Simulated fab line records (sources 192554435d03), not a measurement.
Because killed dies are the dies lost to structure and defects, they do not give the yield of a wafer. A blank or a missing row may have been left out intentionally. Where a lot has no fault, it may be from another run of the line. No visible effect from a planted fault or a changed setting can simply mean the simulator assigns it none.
fab line records    flow n5-finfet
record lots=8  wafers=24  last-day=16
route steps=1938 shown BEOL_M4@1111 MIM_BOT_LITHO@1864 MIM_BOT_ETCH@1866 PASS1_CAP@1873 TV_OPEN@1888 PASSIVATION@1936
lots that met no fault: from a run of the same line without faults
start-h: hours from the record's opening day to when the first of the lot's shown wafers began    wait-h: hours elapsed since this lot's preceding step    " the same as in the row above    L1.1+2: a row that stands for several wafers    - either no value or no given start    * or withheld: withheld    < > ~ a bound
route shown NAME@n: names a module that has steps shown in the file, with the first one's number in the route    usual: the fault-free wafers' mean and standard deviation    same: alike in all rows    chamber/n: place in a boat    sites: per-site readings    _std_site: their standard deviation    _edge_site: outer sites' mean less inner sites'    radius-mm: how far each site lies from the wafer's centre    mask NAME#n: copy n    behind: the tool/chamber that last shaped the wafer    hold: what put the lot on hold/how long, in hours/how the hold closed    device: transistor that didn't switch, given as n, p or np    end of line: the same wafers' tests at the end of the route    step lacking rows: just its recipe    killed: not the wafer's yield, but the dies lost to structure and defects at the first sort    map: per-die view of a wafer (x killed, . not killed, _ where there is no die)
set.NAME: the setting the step ran with; set.NAME@STEP: the setting that earlier step ran with    model.NAME: the simulator's own value behind a step, which no gauge read
steps of the route over a sample of lots; a table a step, a row a wafer
services: the hour from which a tool's chamber was out of use, counted from the record's first day as start-h (under 0 if before that day), plus the number of hours and why
## steps
# step N5_BEOL_M4_RC_MEAS_101
# usual DIBL_N=36.5/1.4  DIBL_P=36.6/1.9  IOFF_N=0.167/0.029  IOFF_P=0.21/0.033  ION_N=674/12  ION_P=460/8.9  SS_N=71.6/0.57  SS_P=73.4/0.61  VT_N=249/3.3  VT_P=-250/3.3
lot.wafer  tool       chamber  start-h  wait-h  DIBL_N[mV/V]  DIBL_P[mV/V]  IOFF_N[nA/um]  IOFF_P[nA/um]  ION_N[uA/um]  ION_P[uA/um]  SS_N[mV/dec]  SS_P[mV/dec]  VT_N[mV]  VT_P[mV]
L920.1     prober-02  0        181.24   0.0     36.0          37.2          0.162          0.23           693           478           71.3          72.9          252       -252
L920.2     "          0        "        "       34.5          34.3          0.130          0.19           667           460           71.4          72.8          253       -250
L920.3     "          0        "        "       36.4          36.9          0.145          0.22           659           457           72.1          73.6          252       -250
L923.3     prober-01  0        204.07   0.3     37.1          38.5          0.212          0.25           682           468           72.3          73.9          246       -248
L923.4     "          0        "        "       35.5          35.8          0.180          0.21           694           470           72.4          72.8          246       -249
L923.6     "          0        "        "       35.7          36.4          0.170          0.21           678           462           72.6          73.1          248       -249
L926.2     prober-01  0        214.88   0.2     35.4          34.6          0.153          0.18           678           460           71.9          72.6          250       -254
L926.5     "          0        "        "       37.5          37.5          0.210          0.21           689           465           71.5          73.6          245       -251
L926.6     "          0        "        "       36.1          35.6          0.158          0.18           671           453           71.5          72.5          249       -253
L927.1     prober-02  0        226.25   0.0     37.5          40.1          0.170          0.22           682           463           71.9          73.5          251       -251
L927.3     "          0        "        "       35.7          38.1          0.151          0.20           666           461           72.4          73.6          250       -252
L927.5     "          0        "        "       35.2          36.2          0.130          0.16           657           447           71.7          73.6          251       -257
L932.1     prober-01  0        265.74   0.0     37.8          38.8          0.196          0.22           677           460           71.7          73.6          245       -248
L932.4     "          0        "        "       36.9          37.7          0.180          0.21           685           464           71.3          73.5          247       -250
L932.6     "          0        "        "       35.8          36.3          0.148          0.19           670           461           71.3          73.9          249       -252
L936.1     prober-02  0        286.76   0.0     35.4          35.2          0.142          0.17           675           463           71.0          72.1          249       -251
L936.2     "          0        "        "       36.2          34.6          0.146          0.16           669           446           71.2          73.0          252       -256
L936.6     "          0        "        "       35.8          35.9          0.151          0.18           684           466           71.3          73.0          252       -254
L937.1     prober-02  0        289.57   0.0     36.3          36.5          0.160          0.20           671           456           72.0          74.1          248       -253
L937.4     "          0        "        "       35.6          36.2          0.138          0.20           660           451           71.5          73.5          254       -255
L937.5     "          0        "        "       35.4          35.1          0.140          0.19           673           459           70.9          74.4          252       -253
L938.1     prober-02  0        295.18   0.0     34.0          34.6          0.139          0.20           679           465           71.0          72.8          250       -249
L938.3     "          0        "        "       36.4          37.1          0.179          0.24           669           466           72.0          73.6          247       -243
L938.4     "          0        "        "       36.2          37.3          0.174          0.25           674           467           71.8          73.0          248       -245
# step N5_MIM_BOT_LITHO_INSPECT_12
# recipe mode=adi  inspect-instrument=macro
# usual raw-defect-count=2.2/1.4
lot.wafer  tool               chamber  start-h  wait-h  raw-defect-count
L920.1     defect-inspect-02  -        266.19   0.0     1
L920.2     "                  -        "        "       3
L920.3     "                  -        "        "       2
L923.3     defect-inspect-01  -        287.91   0.0     6
L923.4     "                  -        "        "       1
L923.6     "                  -        "        "       5
L926.2     defect-inspect-01  -        304.60   0.0     2
L926.5     "                  -        "        "       3
L926.6     "                  -        "        "       2
L927.1     defect-inspect-02  -        317.94   0.0     3
L927.3     "                  -        "        "       3
L927.5     "                  -        "        "       1
L932.1     defect-inspect-01  -        356.22   0.0     4
L932.4     "                  -        "        "       1
L932.6     "                  -        "        "       4
L936.1     defect-inspect-02  -        381.13   0.0     1
L936.2     "                  -        "        "       2
L936.6     "                  -        "        "       1
L937.1     defect-inspect-01  -        382.66   0.0     4
L937.4     "                  -        "        "       0
L937.5     "                  -        "        "       4
L938.1     defect-inspect-01  -        386.43   0.0     1
L938.3     "                  -        "        "       2
L938.4     "                  -        "        "       2
# step N5_MIM_BOT_ETCH_ETCH_04
# recipe chemistry=CF4/O2  target=SiNx  target-depth-a=260  time-s=13  ion-energy-ev=100  pressure-mtorr=40  source-w=535  bias-w=49  Ar_flow_sccm=100  cf4-flow-sccm=100  O2_flow_sccm=10
# usual O2_flow_sccm=10.00/0.032  bias-w=48.98/0.13  drypump-motor-current-A=5.6/0.53  oes-product-au=0.80/0.08  rf-vpp-V=241/6.1  showerhead-plenum-p-Torr=2.21/0.072  throttle-valve-pct=15.82/0.25
# same time-s=13
lot.wafer  tool         chamber  start-h  wait-h  O2_flow_sccm  bias-w  drypump-motor-current-A  oes-product-au  rf-hours-counter-h  rf-vpp-V  showerhead-plenum-p-Torr  throttle-valve-pct
L920.1     rie-diel-02  3        266.40   0.0     10.02         48.83   5.8                      0.77            144                 237       2.20                      15.83
L920.2     "            1        "        "       9.99          49.16   6.0                      0.69            249                 250       2.25                      16.14
L920.3     "            2        "        "       10.01         48.97   5.3                      0.84            69                  253       2.32                      15.55
L923.3     rie-diel-06  3        288.01   0.0     10.01         49.13   6.6                      0.68            249                 243       2.26                      16.34
L923.4     "            0        "        "       9.97          48.85   4.9                      0.85            -                   246       2.32                      15.69
L923.6     "            3        "        "       9.97          48.78   6.6                      0.68            -                   244       2.26                      16.34
L926.2     rie-diel-02  2        304.70   0.0     10.01         49.07   5.4                      0.82            84                  252       2.32                      15.57
L926.5     "            0        "        "       9.98          49.06   5.7                      0.79            -                   243       2.14                      15.72
L926.6     "            3        "        "       10.02         48.97   5.8                      0.76            -                   237       2.20                      15.87
L927.1     rie-diel-02  1        318.04   0.0     10.01         49.17   6.0                      0.93            9                   252       2.24                      15.71
L927.3     "            3        "        "       9.99          48.67   5.8                      0.75            163                 237       2.20                      15.87
L927.5     "            2        "        "       10.00         48.93   5.3                      0.80            -                   253       2.31                      15.58
L932.1     rie-diel-02  2        356.32   0.0     9.99          48.96   5.3                      0.80            103                 251       2.31                      15.59
L932.4     "            3        "        "       10.01         49.03   5.8                      0.74            176                 237       2.19                      15.88
L932.6     "            3        "        "       10.00         49.36   5.8                      0.75            -                   236       2.19                      15.88
L936.1     rie-diel-02  2        381.23   0.0     10.01         49.19   5.3                      0.79            110                 254       2.31                      15.63
L936.2     "            0        "        "       10.00         48.92   5.7                      0.76            143                 242       2.13                      15.78
L936.6     "            1        "        "       9.97          48.91   6.0                      0.87            -                   251       2.24                      15.77
L937.1     rie-diel-05  2        382.76   0.0     10.02         48.82   5.6                      0.71            183                 241       2.19                      16.00
L937.4     "            0        "        "       9.96          48.96   5.2                      0.72            181                 237       2.11                      15.79
L937.5     "            2        "        "       9.99          49.12   5.6                      0.71            -                   243       2.19                      16.03
L938.1     rie-diel-05  3        386.53   0.0     10.04         49.12   5.4                      0.83            61                  242       2.15                      15.66
L938.3     "            1        "        "       10.03         48.84   4.8                      0.80            94                  233       2.14                      15.57
L938.4     "            2        "        "       10.00         49.05   5.6                      0.71            185                 242       2.19                      16.03
# step N5_PASSIVATION_PECVD_55
# recipe material=SiO2  target-thk-a=4000  temp-c=400  precursor=SiH4/N2O  pressure-torr=2.7  rf-w=608  time-s=22.5
# usual heater-power-w=631/66  showerhead-plenum-p-Torr=8.20/0.12  throttle-valve-pct=51.0/1.5
# same time-s=22.5
lot.wafer  tool      chamber  start-h  wait-h  heater-power-w  showerhead-plenum-p-Torr  throttle-valve-pct
L920.1     pecvd-01  2        267.43   0.0     604             8.29                      50.0
L920.2     "         1        "        "       749             8.15                      53.5
L920.3     "         0        "        "       699             8.11                      51.1
L923.3     pecvd-02  1        288.88   0.0     582             7.97                      50.9
L923.4     "         2        "        "       616             8.21                      49.1
L923.6     "         1        "        "       585             7.97                      51.2
L926.2     pecvd-02  2        305.54   0.0     617             8.18                      49.0
L926.5     "         1        "        "       544             7.97                      50.8
L926.6     "         0        "        "       495             8.18                      49.7
L927.1     pecvd-03  0        318.88   0.0     491             8.44                      49.7
L927.3     "         2        "        "       595             8.34                      50.8
L927.5     "         2        "        "       619             8.31                      50.8
L932.1     pecvd-02  2        357.19   0.0     688             8.20                      49.1
L932.4     "         0        "        "       491             8.13                      49.6
L932.6     "         1        "        "       626             7.96                      51.1
L936.1     pecvd-01  0        382.07   0.0     699             8.11                      51.7
L936.2     "         2        "        "       604             8.27                      50.5
L936.6     "         2        "        "       638             8.29                      50.9
L937.1     pecvd-01  0        383.58   0.0     621             8.14                      51.9
L937.4     "         2        "        "       652             8.28                      50.4
L937.5     "         0        "        "       638             8.13                      51.5
L938.1     pecvd-01  1        387.35   0.0     729             8.18                      53.4
L938.3     "         2        "        "       696             8.28                      50.9
L938.4     "         0        "        "       644             8.11                      51.6
# step N5_PASSIVATION_VIA_ETCH_13
# recipe chemistry=CHF3/O2  target=SiO2  target-depth-a=6600  CHF3_flow_sccm=50  O2_flow_sccm=5  Ar_flow_sccm=200  time-s=330  mask-material=PR  pressure-mtorr=30  source-w=650  bias-w=170  ion-energy-ev=200  ends=cleared
# usual CHF3_flow_sccm=50.00/0.15  O2_flow_sccm=4.999/0.014  drypump-motor-current-A=5.7/0.44  etch-rf-on-time-s=234/5  oes-product-au=0.75/0.082  rf-vpp-V=523/9.9  showerhead-plenum-p-Torr=2.38/0.092  throttle-valve-pct=18.69/0.18
lot.wafer  tool         chamber  start-h  wait-h  CHF3_flow_sccm  O2_flow_sccm  drypump-motor-current-A  etch-rf-on-time-s  oes-product-au  rf-hours-counter-h  rf-vpp-V  showerhead-plenum-p-Torr  throttle-valve-pct
L920.1     rie-diel-01  2        268.42   0.0     49.96           5.008         5.2                      233                0.68            162                 528       2.32                      18.84
L920.2     "            3        "        "       49.88           5.018         5.6                      235                0.67            182                 534       2.50                      18.79
L920.3     "            1        "        "       50.04           5.011         5.8                      233                0.74            103                 509       2.34                      18.67
L923.3     rie-diel-04  3        291.23   0.0     50.05           5.010         5.2                      236                0.62            238                 513       2.29                      18.85
L923.4     "            1        "        "       50.18           4.978         5.7                      235                0.67            173                 513       2.21                      18.71
L923.6     "            3        "        "       50.18           5.009         5.2                      239                0.61            -                   512       2.29                      18.89
L926.2     rie-diel-01  2        307.05   0.0     -               -             -                        -                  -               -                   -         -                         -
L926.5     "            0        "        "       -               -             -                        -                  -               -                   -         -                         -
L926.6     "            2        "        "       -               -             -                        -                  -               -                   -         -                         -
L927.1     rie-diel-04  1        319.76   0.0     -               -             -                        -                  -               -                   -         -                         -
L927.3     "            3        "        "       -               -             -                        -                  -               -                   -         -                         -
L927.5     "            0        "        "       -               -             -                        -                  -               -                   -         -                         -
L932.1     rie-diel-01  0        357.96   0.0     50.05           4.990         4.9                      239                0.76            58                  516       2.37                      18.64
L932.4     "            2        "        "       50.02           4.999         5.2                      237                0.66            192                 529       2.30                      18.89
L932.6     "            2        "        "       50.13           5.014         5.2                      242                0.66            -                   528       2.30                      18.88
L936.1     rie-diel-04  2        383.27   0.0     49.63           5.015         6.2                      238                0.71            112                 525       2.44                      18.57
L936.2     "            1        "        "       50.17           5.042         5.7                      236                0.63            204                 513       2.20                      18.77
L936.6     "            2        "        "       49.89           5.017         6.2                      242                0.71            -                   527       2.44                      18.56
L937.1     rie-diel-04  1        384.40   0.0     50.20           4.999         5.7                      237                0.64            204                 514       2.20                      18.77
L937.4     "            0        "        "       50.16           4.981         5.8                      231                0.79            37                  522       2.34                      18.78
L937.5     "            0        "        "       49.84           5.009         5.8                      229                0.80            -                   523       2.34                      18.77
L938.1     rie-diel-01  1        388.45   0.0     49.97           5.011         5.8                      237                0.70            137                 509       2.33                      18.72
L938.3     "            3        "        "       49.89           5.008         5.6                      237                0.64            217                 533       2.49                      18.81
L938.4     "            0        "        "       49.83           4.996         5.0                      238                0.76            65                  517       2.37                      18.65
# step N5_PASSIVATION_ETCH_15
# recipe chemistry=CF4/N2  target=SiCN  target-depth-a=750  taper-deg=2  time-s=81.2  ion-energy-ev=150  mask-material=SiNx  pressure-mtorr=40  source-w=430  bias-w=70  Ar_flow_sccm=100  cf4-flow-sccm=60  n2-flow-sccm=60
# usual bias-w=70.02/0.21  cf4-flow-sccm=60.01/0.16  drypump-motor-current-A=5.7/0.44  oes-product-au=0.83/0.092  rf-vpp-V=381.5/2.2  showerhead-plenum-p-Torr=2.17/0.085  throttle-valve-pct=15.25/0.18
# same time-s=81.2
lot.wafer  tool         chamber  start-h  wait-h  bias-w  cf4-flow-sccm  drypump-motor-current-A  oes-product-au  rf-hours-counter-h  rf-vpp-V  showerhead-plenum-p-Torr  throttle-valve-pct
L920.1     rie-diel-01  2        -        -       70.06   59.90          5.2                      0.76            162                 380.3     2.12                      15.42
L920.2     "            3        "        "       69.94   60.08          5.6                      0.73            182                 383.7     2.29                      15.38
L920.3     "            1        "        "       69.88   60.13          5.8                      0.82            103                 380.0     2.15                      15.23
L923.3     rie-diel-04  3        -        -       70.19   60.00          5.1                      0.68            238                 379.4     2.09                      15.47
L923.4     "            1        "        "       70.26   60.26          5.7                      0.74            174                 378.0     2.02                      15.27
L923.6     "            3        "        "       69.91   59.76          5.1                      0.69            -                   379.7     2.09                      15.47
L926.2     rie-diel-01  2        -        -       70.00   60.01          5.2                      0.28            175                 378.7     2.12                      15.43
L926.5     "            0        "        "       69.66   60.02          4.9                      0.33            -                   381.0     2.17                      15.10
L926.6     "            2        "        "       70.12   60.13          5.2                      0.28            -                   380.1     2.12                      15.43
L927.1     rie-diel-04  1        -        -       69.86   59.84          5.7                      0.28            183                 376.8     2.02                      15.28
L927.3     "            3        "        "       70.16   59.84          5.1                      0.25            246                 380.4     2.09                      15.48
L927.5     "            0        "        "       70.56   60.19          5.8                      0.34            -                   379.6     2.15                      15.26
L932.1     rie-diel-01  0        -        -       69.88   60.00          4.9                      0.84            58                  380.2     2.16                      15.16
L932.4     "            2        "        "       69.95   60.02          5.2                      0.74            192                 379.6     2.11                      15.49
L932.6     "            2        "        "       69.97   60.06          5.2                      0.74            -                   377.8     2.11                      15.48
L936.1     rie-diel-04  2        -        -       70.17   60.21          6.2                      0.79            112                 382.2     2.22                      15.10
L936.2     "            1        "        "       70.13   59.82          5.7                      0.70            204                 377.6     2.01                      15.34
L936.6     "            2        "        "       69.90   60.27          6.2                      0.79            -                   383.2     2.22                      15.11
L937.1     rie-diel-04  1        -        -       69.89   60.13          5.7                      0.70            204                 376.8     2.01                      15.32
L937.4     "            0        "        "       69.55   60.23          5.8                      0.90            38                  381.3     2.15                      15.33
L937.5     "            0        "        "       69.93   60.08          5.8                      0.88            -                   381.7     2.15                      15.32
L938.1     rie-diel-01  1        -        -       70.07   60.21          5.8                      0.79            137                 380.5     2.13                      15.29
L938.3     "            3        "        "       70.09   60.15          5.6                      0.70            217                 384.8     2.28                      15.45
L938.4     "            0        "        "       69.85   59.95          4.9                      0.83            66                  381.1     2.16                      15.16
# step N5_PASSIVATION_PROBE_49
# usual defect-limited-yield=91.2/1.6  killed_at_M0_to_M3=34/11  killed_at_M4_up=14/5.7  killed-at-contacts=14/6.6  killed-at-front-end=37/10  killed-at-other=4/3.2  killed-dies=104/19  killed-on-rim=14/4.1  killed-open=69/13  killed-short=33/8.7  sort_bin_5_function=5.1/1  sort_bin_6_memory=3.3/0.76  sort_bin_8_speed=0.00/0.016  sort-n-pass=1076/19  sort-yield-pct=91.2/1.6
# same gross-dies=1180  killed-at-back-side=0  sort_bin_4_leakage[%]=0
lot.wafer  tool       chamber  start-h  wait-h  defect-limited-yield[%]  killed_at_M0_to_M3  killed_at_M4_up  killed-at-contacts  killed-at-front-end  killed-at-other  killed-dies  killed-on-rim  killed-open  killed-short  sort_bin_5_function[%]  sort_bin_6_memory[%]  sort_bin_8_speed[%]  sort-n-pass  sort-yield-pct[%]
L926.2     prober-02  -        313.53   0.1     0                        44                  16               10                  28                   1082             1180         152            75           24            96.0                    3.9                   0                    0            0
L926.5     prober-02  -        313.68   0.2     0                        37                  13               13                  23                   1094             1180         152            54           33            97.0                    2.4                   0                    0            0
L926.6     prober-02  -        313.73   0.3     0                        26                  17               11                  46                   1080             1180         152            77           25            95.9                    4.0                   0                    0            0
L927.1     prober-01  -        326.27   0.0     0                        36                  20               9                   30                   1085             1180         152            63           40            95.5                    4.3                   0                    0            0
L927.3     prober-01  -        326.37   0.1     0                        38                  12               2                   48                   1080             1180         152            72           31            96.5                    3.3                   0                    0            0
L927.5     prober-01  -        326.47   0.2     0                        44                  16               15                  39                   1066             1180         152            88           35            96.0                    3.9                   0                    0            0
# killed by level:class
L926.2 TV_OPEN:area-etch=1081 BEOL_M2:geometric-particle:open=11 MOL_CONTACT_COAG:geometric-particle:open=9 BEOL_M3:geometric-particle:open=8 FIN_SAQP:geometric-particle:open=7 BEOL_M0_SAQP:geometric-particle:short=7 BEOL_M0_SAQP:geometric-particle:open=7 BEOL_M1:geometric-particle:open=6
L926.5 TV_OPEN:area-etch=1093 MOL_CONTACT_COAG:geometric-particle:open=9 BEOL_M2:geometric-particle:open=9 BEOL_M3:geometric-particle:open=8 STI_FIN_REVEAL:geometric-particle:open=6 GATE_CUT:geometric-particle:short=5 BEOL_M0_SAQP:geometric-particle:open=5 MOL_CONTACT_COAG:geometric-particle:short=4
L926.6 TV_OPEN:area-etch=1078 STI_FIN_REVEAL:geometric-particle:open=14 FIN_SAQP:geometric-particle:open=10 BEOL_M4:geometric-particle:open=10 MOL_CONTACT_COAG:geometric-particle:open=9 BEOL_M0_SAQP:geometric-particle:open=6 BEOL_M0_SAQP:geometric-particle:short=6 BEOL_M3:geometric-particle:open=5
L927.1 TV_OPEN:area-etch=1074 BEOL_M0_SAQP:geometric-particle:short=8 BEOL_M4:geometric-particle:open=8 PAD_METAL:geometric-particle:short=8 MOL_CONTACT_COAG:geometric-particle:open=7 BEOL_M2:geometric-particle:open=7 FIN_SAQP:geometric-particle:open=6 BEOL_M0_SAQP:geometric-particle:open=6
L927.3 TV_OPEN:area-etch=1073 FIN_SAQP:geometric-particle:open=13 FIN_SAQP:geometric-particle:short=11 BEOL_M0_SAQP:geometric-particle:open=11 BEOL_M1:geometric-particle:open=7 BEOL_M3:geometric-particle:open=7 GATE_CUT:geometric-particle:short=6 STI_FIN_REVEAL:geometric-particle:open=5
L927.5 TV_OPEN:area-etch=1055 FIN_SAQP:geometric-particle:open=16 MOL_CONTACT_COAG:geometric-particle:open=13 BEOL_M2:geometric-particle:open=13 FIN_SAQP:geometric-particle:short=9 BEOL_M0_SAQP:geometric-particle:open=8 BEOL_M4:geometric-particle:open=8 BEOL_M0_SAQP:geometric-particle:short=6
## services
tool         chamber  start-h  hours  kind
pecvd-02     1        248.81   16.5   scheduled-down
rie-diel-05  -        250.18   0.4    repair
rie-diel-01  0        254.85   1.3    repair
rie-diel-02  1        268.76   -      clean
rie-diel-02  1        268.76   -      consumable-replace:focus-ring
rie-diel-02  1        268.76   20.5   scheduled-down
rie-diel-02  1        268.76   20.5   vent-cycle
rie-diel-01  0        269.55   3.6    repair
pecvd-01     1        279.98   6.5    repair
rie-diel-06  2        280.14   -      clean
pecvd-01     0        287.45   3.9    repair
rie-diel-04  -        288.48   2.1    repair
pecvd-02     -        290.07   1.3    repair
rie-diel-01  1        305.80   8.6    repair
rie-diel-05  2        325.98   13.5   repair
rie-diel-05  -        330.64   3.9    repair
rie-diel-05  3        336.29   3.1    repair
rie-diel-04  3        336.67   -      clean
rie-diel-04  3        336.67   -      consumable-replace:focus-ring
rie-diel-04  3        336.67   -      consumable-replace:showerhead
rie-diel-04  3        336.67   23.6   scheduled-down
rie-diel-04  3        336.67   23.6   vent-cycle
pecvd-01     1        343.01   16.8   repair
rie-diel-02  1        370.04   5.3    repair
## key
first-sign step=N5_PASSIVATION_VIA_ETCH_13  reading=tool-record  direction=missing
effect step=N5_PASSIVATION_ETCH_15  reading=oes-product-au  direction=down  sigmas=5.8  usual=0.83  struck=0.29
effect step=N5_PASSIVATION_PROBE_49  reading=killed-at-other  direction=up  sigmas=99+  usual=4  struck=1081
more-kills-born-at N5_PASSIVATION_VIA_ETCH_13@rie-diel-01=3252  N5_PASSIVATION_VIA_ETCH_13@rie-diel-04=3202
met-at N5_PASSIVATION_VIA_ETCH_13
struck-lots L926,L927
later-rows-left-out L926.2,L926.5,L926.6,L927.1,L927.3,L927.5
not-acting-at N5_MIM_BOT_LITHO_INSPECT_12,N5_MIM_BOT_ETCH_ETCH_04,N5_PASSIVATION_PECVD_55
onset-between 291.23 307.05
fault kind=skipped-step-whole  tool=rie-diel-01,rie-diel-04  chamber=-  onset-h=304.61  steps=N5_PASSIVATION_VIA_ETCH_13  scope=struck-lots-only
# later-rows-left-out: the simulator's readings of these wafers behind a module that went badly wrong aren't trusted and aren't shown, but for the sort
